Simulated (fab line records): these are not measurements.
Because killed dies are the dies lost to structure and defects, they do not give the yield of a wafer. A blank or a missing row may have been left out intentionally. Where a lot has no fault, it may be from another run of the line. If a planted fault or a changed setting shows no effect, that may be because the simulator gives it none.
fab line records	flow n5Finfet
record lots=3	wafers=9	lastDay=19
route steps=1938 shown BEOL_M6@1230 BEOL_M7@1263 BEOL_M15@1830
lots untouched by any fault: they come from a run of this same line in which no faults occurred
startH: start of the lot's first displayed wafer, in hours after the record's first day	waitH: hours since the lot's step before	" identical to the entry in the row above	L1.1+2: a row that stands for several wafers	- either no value or no given start	* or withheld: withheld	< > ~ a bound
route shown NAME@n: NAME is a module with steps in the file, n the number in the route of the first one	usual: mean and standard deviation over wafers with no fault	same: alike in all rows	chamber/n: place in a boat	sites: readings site by site	_std_site: the standard deviation of these	_edge_site: inner sites' mean taken away from outer sites' mean	radiusMm: how far each site lies from the wafer's centre	mask NAME#n: copy n	behind: the tool/chamber that last shaped the wafer	hold: why the lot was held/for how many hours/how that ended	device: whichever transistor did not switch (one of n, p or np)	end of line: tests run on the same wafers once the route is complete	for a step that has no rows: nothing shown but its recipe	killed: the dies lost at the first sort to structure and to defects; this is not the yield of the wafer	map: a wafer's dies, marking killed ones x, the rest . and places with no die _
set.NAME: the run value of the setting; set.NAME@STEP: its run value at that earlier step	model.NAME: the simulator's own value behind a step, which no gauge read
lots at selected steps of the route; one table per step, one row per wafer
services: the hour from which a tool's chamber was out of use, counted from the record's first day as startH (under 0 if before that day), plus the number of hours and why
## steps
# step N5_BEOL_M6_DESCUM_33
# recipe chemistry=O2	timeS=7	sourcePowerW=50	biasPowerW=20	pressureMtorr=20	rfFrequencyHz=2.712e+07	tempC=40	resist=CAR-EUV	o2FlowSccm=225
# step N5_BEOL_M6_ETCH_72
# recipe chemistry=N2/H2	target=underlayer	targetDepthA=65	maskMaterial=CAR-EUV	timeS=5.2	ionEnergyEv=200	pressureMtorr=30	sourceW=840	biasW=150	n2FlowSccm=200	h2FlowSccm=200	ends=cleared
# step N5_BEOL_M6_ETCH_65
# recipe chemistry=CF4	target=SiARC	targetDepthA=156	maskMaterial=CAR-EUV	timeS=26	ionEnergyEv=80	pressureMtorr=40	sourceW=545	biasW=36	Ar_flow_sccm=100	cf4FlowSccm=100	ends=cleared
# step N5_BEOL_M6_ETCH_66
# recipe chemistry=N2/H2	target=SOC	targetDepthA=800	overetchA=160	maskMaterial=SiARC	tempC=40	timeS=120	ionEnergyEv=200	pressureMtorr=30	sourceW=840	biasW=150	n2FlowSccm=200	h2FlowSccm=200
# step N5_BEOL_M6_STRIP_69
# recipe chemistry=N2/H2	tempC=40	n2FlowSccm=200	h2FlowSccm=200	rfFrequencyHz=6e+07
# step N5_BEOL_M6_STRIP_73
# recipe chemistry=N2/H2	tempC=40	n2FlowSccm=200	h2FlowSccm=200	rfFrequencyHz=6e+07
# step N5_BEOL_M6_VIA_ETCH_34
# recipe chemistry=C4F6/O2	target=SiCOH_lowk	targetDepthA=1263	maskMaterial=SOC	taperDeg=4	timeS=50.9	ionEnergyEv=250	pressureMtorr=30	sourceW=345	biasW=185	Ar_flow_sccm=300	C4F6_flow_sccm=10	O2_flow_sccm=10
# step N5_BEOL_M6_STRIP_76
# recipe chemistry=C4F6/O2	resist=SiARC	rfFrequencyHz=6e+07
# step N5_BEOL_M6_STRIP_36
# recipe chemistry=N2/H2	powerW=450	tempC=40	pressureMtorr=20	rfFrequencyHz=6e+07	overashFraction=0.3	biasPowerW=7	h2Frac=0.5	n2FlowSccm=200	h2FlowSccm=200
# step N5_BEOL_M6_TRENCH_ETCH_37
# recipe chemistry=C4F6/O2	targetDepthA=944.35	target=SiCOH_lowk	timeS=31.5	ionEnergyEv=250	pressureMtorr=30	sourceW=345	biasW=185	Ar_flow_sccm=300	C4F6_flow_sccm=10	O2_flow_sccm=10
# usual drypumpMotorCurrentA=5.9/0.47	oes_f_703_au=0.78/0.061	oesProductAu=0.78/0.07	rfFwdPowerW=340.4/2.2	rfVppV=666/6.4	showerheadPlenumPTorr=2.85/0.075	throttleValvePct=21.03/0.22
lot.wafer	tool	chamber	startH	waitH	drypumpMotorCurrentA	oes_f_703_au	oesProductAu	rfFwdPowerW	rfHoursCounterH	rfVppV	showerheadPlenumPTorr	throttleValvePct	model.etch.depthNm	model.BEOL_M6.featureDepthNm
L126.2	rieDiel-05	2	204.06	-	6.0	0.73	0.72	341.2	202	667	2.93	21.20	94.52	94.6
L126.4	"	3	"	"	6.0	0.81	0.81	340.8	98	663	2.76	21.13	95.03	95
L126.6	"	2	"	"	6.0	0.74	0.73	343.9	-	669	2.93	21.21	94.15	94.2
L140.3	rieDiel-05	1	330.30	-	6.6	0.73	0.74	341.2	187	660	2.83	20.84	93.68	93.6
L140.5	"	0	"	"	5.7	0.59	0.73	275.4	-	743	2.98	21.12	85.81	85.8
L140.6	"	1	"	"	6.6	0.74	0.73	342.5	-	660	2.83	20.85	93.07	93
L149.3	rieDiel-01	3	368.42	-	5.2	0.73	0.71	338.9	196	654	2.82	21.32	94.04	94
L149.4	"	0	"	"	6.5	0.77	0.79	340.0	119	670	2.76	20.99	94.43	94.4
L149.6	"	1	"	"	5.6	0.71	0.72	341.3	-	661	2.81	21.20	93.74	93.8
# step N5_BEOL_M6_ETCH_41
# recipe chemistry=CH3F/O2	target=SiCN	targetDepthA=297	taperDeg=2	timeS=52	ionEnergyEv=120	maskMaterial=TiN	pressureMtorr=30	sourceW=395	biasW=75	Ar_flow_sccm=150	CH3F_flow_sccm=30	O2_flow_sccm=20
# step N5_BEOL_M6_STRIP_80
# recipe chemistry=N2/H2	timeS=10	powerW=450	tempC=40	pressureMtorr=20	rfFrequencyHz=6e+07	biasPowerW=7	n2FlowSccm=200	h2FlowSccm=200
# step N5_BEOL_M6_OCD_MEAS_38
# usual trenchDepthNm=94.1/1.3
lot.wafer	tool	chamber	startH	waitH	trenchDepthNm
L126.2	ocd-01	-	204.21	-	95.1
L126.4	"	-	"	"	94.8
L126.6	"	-	"	"	93.6
L140.3	ocd-01	-	330.46	-	93.3
L140.5	"	-	"	"	86.0
L140.6	"	-	"	"	93.2
L149.3	ocd-02	-	368.58	-	94.2
L149.4	"	-	"	"	94.4
L149.6	"	-	"	"	93.6
# step N5_BEOL_M6_HM_STRIP_39
# recipe chemistry=peroxideTinStrip	material=TiN	targetDepthA=250	tempC=50	timeS=158
# step N5_BEOL_M6_SRD_40
# recipe timeS=30	tempC=23	rinseLiquid=diw	dry=ipaMarangoni
# step N5_BEOL_M6_PRECLEAN_42
# recipe chemistry=residueRemover	timeS=60	tempC=40
# step N5_BEOL_M6_SRD_43
# recipe timeS=30	tempC=23	rinseLiquid=diw	dry=ipaMarangoni
# step N5_BEOL_M6_CURE_75
# recipe tempC=370	timeS=120	ambient=DMADMS/He	material=SiCOH_lowk
# step N5_BEOL_M6_DEGAS_44
# recipe ambient=vacuum	tempC=250	timeS=60
# step N5_BEOL_M6_PRE_CLEAN_45
# recipe gas=H2/He	timeS=30	tempC=250
# step N5_BEOL_M6_ALD_77
# recipe material=TaN	targetThkA=20	tempC=275	aldPrecursorFamily=PDMAT	aldCoReactant=NH3	pressureTorr=3	carrierFlowSccm=1500	pulseTimeS=2	purgeTimeS=3	coReactantPurgeTimeS=2	coReactantPulseTimeS=3	aldCycles=40	precursorVesselTempC=75	precursorVesselPressureTorr=26.25	precursorVesselCarrierSccm=1000
# step N5_BEOL_M6_SURFACE_TREAT_79
# recipe gas=Ar	timeS=*	ionEnergyEv=*	ionCurrentMaCm2=0.5	pressureMtorr=*	arFlowSccm=30
# step N5_BEOL_M6_CVD_78
# recipe material=Co	targetThkA=20	tempC=withheld	precursor=CCTBA/H2	pressureTorr=30	timeS=142.3
# step N5_BEOL_M6_SPUTTER_48
# recipe material=Cu	targetThkA=100	tempC=-20	biasV=60	powerW=26000	chamberPressurePa=0.13	timeS=1.667
# step N5_BEOL_M6_ECD_50
# recipe material=Cu	targetThkA=3000
# step N5_BEOL_M6_ANNEAL_51
# recipe tempC=225	timeS=90	ambient=N2
# step N5_BEOL_M6_CMP_52
# recipe stopOn=SiCOH_lowk	tOverpolishS=6.9	downForcePsi=1	platenRpm=50	clearingPlatenDownForcePsi=1.5	clearingPlatenRpm=50	postCmpClean=cuAlkaline	targetThkNm=80	clearingPlatenPadVelocityMS=0.99484	padVelocityMS=0.99484
# usual barrierFieldEndpointS=28.9/0.65	clearingPlatenRpm=49.997/0.029	motorCurrentA=5.7/0.71	overpolishRunS=6.900/0.0088	timeToEndpointS=62.5/2.4
lot.wafer	tool	chamber	startH	waitH	barrierFieldEndpointS	clearingPlatenRpm	motorCurrentA	overpolishRunS	timeToEndpointS	model.Cu_of_BEOL_M6_ECD_50.thkNm
L126.4	cmp-01	0	206.33	0.2	28.8	49.974	4.9	6.898	63.0	80.8
L126.2	"	1	"	"	27.9	49.992	6.8	6.906	64.3	80.2
L126.6	"	0	"	"	28.6	49.989	4.7	6.903	60.7	80.4
L140.3	cmp-02	1	332.31	0.2	28.1	49.997	6.6	6.892	56.9	78.2
L140.6	"	3	"	"	28.1	49.943	5.5	6.897	57.6	77.6
L140.5	"	0	"	"	27.5	49.993	5.4	6.902	56.4	70.4
L149.4	cmp-02	2	371.11	0.2	28.5	49.982	5.8	6.907	61.2	79
L149.3	"	3	"	"	28.8	49.998	5.8	6.908	61.4	78.4
L149.6	"	0	"	"	30.2	50.008	5.5	6.908	63.2	76.4
# step N5_BEOL_M6_THK_MEAS_53
# recipe thkMeasGauge=xrf	reads=Cu_of_BEOL_M6_ECD_50
# usual M6_THK=78.7/1.6
lot.wafer	tool	chamber	startH	waitH	M6_THK[nm]
L126.2	filmMetro-01	-	206.59	-	79.1
L126.4	"	-	"	"	79.6
L126.6	"	-	"	"	79.0
L140.3	filmMetro-02	-	332.53	-	76.9
L140.5	"	-	"	"	68.7
L140.6	"	-	"	"	75.9
L149.3	filmMetro-02	-	371.33	-	77.8
L149.4	"	-	"	"	77.9
L149.6	"	-	"	"	75.4
# step N5_BEOL_M6_PRE_CLEAN_55
# recipe gas=NH3	timeS=15	tempC=withheld	rfPowerW=300
# step N5_BEOL_M6_DEP_56
# recipe material=SiCN	targetThkA=100	tempC=withheld	precursor=3MS/NH3	pressureTorr=3	rfW=202	timeS=17.5
# step N5_BEOL_M6_RS_MEAS_57
# recipe thkMeasGauge=four-point-probe	reads=Cu_of_BEOL_M6_ECD_50+Co_of_BEOL_M6_CVD_78+TaN_of_BEOL_M6_ALD_77
# usual M6_RS=0.288/0.0064
lot.wafer	tool	chamber	startH	waitH	M6_RS[ohm/sq]
L126.2	filmMetro-02	-	206.72	0.1	0.284
L126.4	"	-	"	"	0.282
L126.6	"	-	"	"	0.284
L140.3	filmMetro-01	-	332.66	0.1	0.294
L140.5	"	-	"	"	0.333
L140.6	"	-	"	"	0.296
L149.3	filmMetro-02	-	371.46	0.1	0.292
L149.4	"	-	"	"	0.289
L149.6	"	-	"	"	0.301
# step N5_BEOL_M7_ILD_DEP_00
# recipe material=SiCOH_lowk	targetThkA=1797.5	tempC=300	precursor=DEMS/porogen	pressureTorr=5	rfW=500	timeS=33.4
# step N5_BEOL_M7_CURE_74
# recipe tempC=385	timeS=240	ambient=He/Ar	material=SiCOH_lowk
# step N5_BEOL_M7_PECVD_70
# recipe material=SiO2	targetThkA=200	tempC=400	precursor=TEOS/O2	pressureTorr=5.5	rfW=450	teosFlowSccm=53.8	gas=O2	flowSccm=3000	timeS=22.7
# step N5_BEOL_M7_HM_DEP_02
# recipe material=TiN	targetThkA=200	tempC=25	chamberPressurePa=0.49996
# step N5_BEOL_M7_COAT_59
# recipe resist=SOC	tempC=250	timeS=60	spinRpm=1500	resistThkNm=100
# step N5_BEOL_M15_RC_MEAS_101
# usual COMB_M10=1.4e-11/3e-12	COMB_M10_max_site=2e-11/4.7e-12	COMB_M11=1.49e-11/2.9e-12	COMB_M12=6e-12/1.2e-12	COMB_M13=4.7e-12/9.3e-13	COMB_M14=3.4e-12/7.4e-13	COMB_M15=2.3e-12/5.6e-13	COMB_M15_max_site=3.3e-12/8.4e-13	COMB_M5=3.5e-11/7.8e-12	COMB_M6=2.5e-11/4.9e-12	COMB_M7=2.5e-11/4.9e-12	COMB_M8=2.4e-11/4.4e-12	COMB_M9=1.5e-11/3.1e-12	SERP_M10=3.07/0.079	SERP_M11=3.07/0.065	SERP_M12=0.640/0.016	SERP_M13=0.309/0.0053	SERP_M14=0.1612/0.0029	SERP_M5=39.1/1.3	SERP_M5_max_site=40.6/1.4	SERP_M6=13.8/0.44	SERP_M6_max_site=14.5/0.5	SERP_M7=14.0/0.46	SERP_M7_max_site=14.5/0.47	SERP_M8=14.1/0.47	SERP_M9=3.06/0.068
lot.wafer	tool	chamber	startH	waitH	COMB_M10[S/m]	COMB_M10_max_site[S/m]	COMB_M11[S/m]	COMB_M12[S/m]	COMB_M13[S/m]	COMB_M14[S/m]	COMB_M15[S/m]	COMB_M15_max_site[S/m]	COMB_M5[S/m]	COMB_M6[S/m]	COMB_M7[S/m]	COMB_M8[S/m]	COMB_M9[S/m]	SERP_M10[ohm/um]	SERP_M11[ohm/um]	SERP_M12[ohm/um]	SERP_M13[ohm/um]	SERP_M14[ohm/um]	SERP_M5[ohm/um]	SERP_M5_max_site[ohm/um]	SERP_M6[ohm/um]	SERP_M6_max_site[ohm/um]	SERP_M7[ohm/um]	SERP_M7_max_site[ohm/um]	SERP_M8[ohm/um]	SERP_M9[ohm/um]
L126.2	prober-01	0	277.43	0.2	1.2e-11	1.5e-11	1.71e-11	6.8e-12	5.8e-12	3.5e-12	2.8e-12	3.2e-12	5.2e-11	2.1e-11	2.5e-11	2.1e-11	1.2e-11	2.94	3.00	0.638	0.307	0.1680	39.4	41.2	13.9	14.4	14.1	14.3	13.6	3.11
L126.4	"	0	"	"	1.8e-11	2e-11	1.47e-11	9.4e-12	5.2e-12	3.8e-12	2.1e-12	3.5e-12	4.2e-11	3.9e-11	3e-11	2.6e-11	2.2e-11	2.94	3.08	0.667	0.314	0.1629	39.4	39.8	13.5	14.1	13.8	14.4	14.1	3.10
L126.6	"	0	"	"	1e-11	1.5e-11	1.36e-11	4.6e-12	5.8e-12	5e-12	2.6e-12	3.5e-12	3.8e-11	2.1e-11	3.3e-11	3e-11	1.1e-11	3.02	2.98	0.661	0.300	0.1604	40.9	42.2	13.7	14.7	13.9	14.7	14.1	3.07
L140.3	prober-01	0	394.60	0.3	1.2e-11	1.7e-11	1.29e-11	5.8e-12	5.3e-12	3.7e-12	2.5e-12	3.4e-12	2.9e-11	2.5e-11	1.7e-11	2.1e-11	2e-11	3.06	3.08	0.679	0.311	0.1668	40.8	42.3	14.1	14.4	15.1	15.5	13.9	3.24
L140.5	"	0	"	"	1.2e-11	2e-11	1.53e-11	5.2e-12	4.6e-12	2.9e-12	2.6e-12	4.4e-12	3.9e-11	2e-11	1.9e-11	2.2e-11	1.4e-11	3.19	3.14	0.677	0.317	0.1559	39.8	41.0	16.5	16.8	14.1	14.4	14.9	3.11
L140.6	"	0	"	"	1.4e-11	1.5e-11	1.88e-11	6.7e-12	5.8e-12	2.7e-12	1.8e-12	2.5e-12	3.9e-11	2e-11	2.4e-11	2.7e-11	1.2e-11	3.01	3.05	0.660	0.312	0.1618	40.6	42.6	14.4	15.2	13.6	14.1	14.8	3.13
L149.3	prober-01	0	436.69	0.3	1.7e-11	2.2e-11	1.48e-11	4.5e-12	6e-12	4.3e-12	2.8e-12	3.4e-12	3e-11	3e-11	2.9e-11	2.7e-11	1.6e-11	3.10	3.01	0.629	0.311	0.1624	38.2	39.4	14.2	14.8	14.0	14.4	13.7	3.01
L149.4	"	0	"	"	1.3e-11	1.8e-11	1.6e-11	7.6e-12	5.3e-12	4.1e-12	2.6e-12	3.5e-12	4.6e-11	2.6e-11	2.2e-11	3.4e-11	1.2e-11	3.12	3.15	0.636	0.314	0.1612	37.4	38.6	13.6	13.9	15.1	15.5	14.3	3.07
L149.6	"	0	"	"	1.3e-11	2.2e-11	1.54e-11	5.3e-12	5.2e-12	3.6e-12	3.4e-12	4.5e-12	4.3e-11	2.1e-11	3.3e-11	3.2e-11	1.5e-11	3.06	3.02	0.641	0.308	0.1576	38.6	40.7	15.5	15.6	14.7	15.1	13.8	3.01
# sites SERP_M6 radiusMm=0,75,75,75,75,140,140,140,140
L126.2 13.6 13.8 13.6 14.1 13.9 14.1 14.2 13.8 14.4
L140.3 13.7 13.5 14.3 14.3 13.6 14.0 14.4 14.2 14.1
L149.3 14.8 14.6 14.5 14.6 14.1 13.7 14.1 13.7 14.2
## services
tool	chamber	startH	hours	kind
rieDiel-01	0	182.28	1.9	repair
rieDiel-01	2	190.80	1.6	repair
cmp-02	-	192.28	1.1	repair
rieDiel-01	2	204.69	-	clean
rieDiel-01	2	204.69	-	consumableReplace:focusRing
rieDiel-01	2	204.69	23.2	scheduledDown
rieDiel-01	2	204.69	23.2	ventCycle
rieDiel-05	-	236.95	2.4	repair
cmp-01	-	244.45	9.3	pm
cmp-02	-	255.89	0.6	repair
cmp-01	-	262.96	1.1	repair
cmp-02	-	275.61	1.5	repair
cmp-02	-	295.52	9.9	pm
cmp-02	-	307.53	3.0	pm
rieDiel-05	2	313.06	5.9	repair
cmp-01	-	323.34	3.7	repair
cmp-01	-	331.12	4.0	pm
cmp-01	-	335.12	-	consumableReplace:conditioner
cmp-01	-	335.12	-	consumableReplace:pad
rieDiel-05	2	352.26	-	clean
rieDiel-05	2	352.26	-	consumableReplace:focusRing
rieDiel-05	2	352.26	21.1	scheduledDown
rieDiel-05	2	352.26	21.1	ventCycle
## key
firstSign step=N5_BEOL_M6_TRENCH_ETCH_37	reading=rfFwdPowerW	direction=down	sigmas=30	usual=*	struck=*
effect step=N5_BEOL_M6_TRENCH_ETCH_37	reading=rfVppV	direction=up	sigmas=12	usual=666	struck=743
effect step=N5_BEOL_M6_OCD_MEAS_38	reading=trenchDepthNm	direction=down	sigmas=6.2	usual=94.1	struck=86.0
effect step=N5_BEOL_M6_THK_MEAS_53	reading=M6_THK	direction=down	sigmas=6.2	usual=78.7	struck=68.7
effect step=N5_BEOL_M6_RS_MEAS_57	reading=M6_RS	direction=up	sigmas=7	usual=0.288	struck=0.333
effect step=N5_BEOL_M15_RC_MEAS_101	reading=SERP_M6	direction=up	sigmas=6	usual=13.8	struck=16.5
modelEffect step=N5_BEOL_M6_TRENCH_ETCH_37	value=etch.depthNm	without=92.66	struck=85.81
modelEffect step=N5_BEOL_M6_CMP_52	value=Cu_of_BEOL_M6_ECD_50.thkNm	without=77.2	struck=70.4
metAt N5_BEOL_M6_TRENCH_ETCH_37
struckWafers L140.5
fault kind=processParameterDrift	tool=rieDiel-05	chamber=0	onsetH=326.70	steps=N5_BEOL_M6_TRENCH_ETCH_37	channel=sourceW	offset=-62.1	shape=step	endH=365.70	actsIn=theseRecipesOnly	stated=345
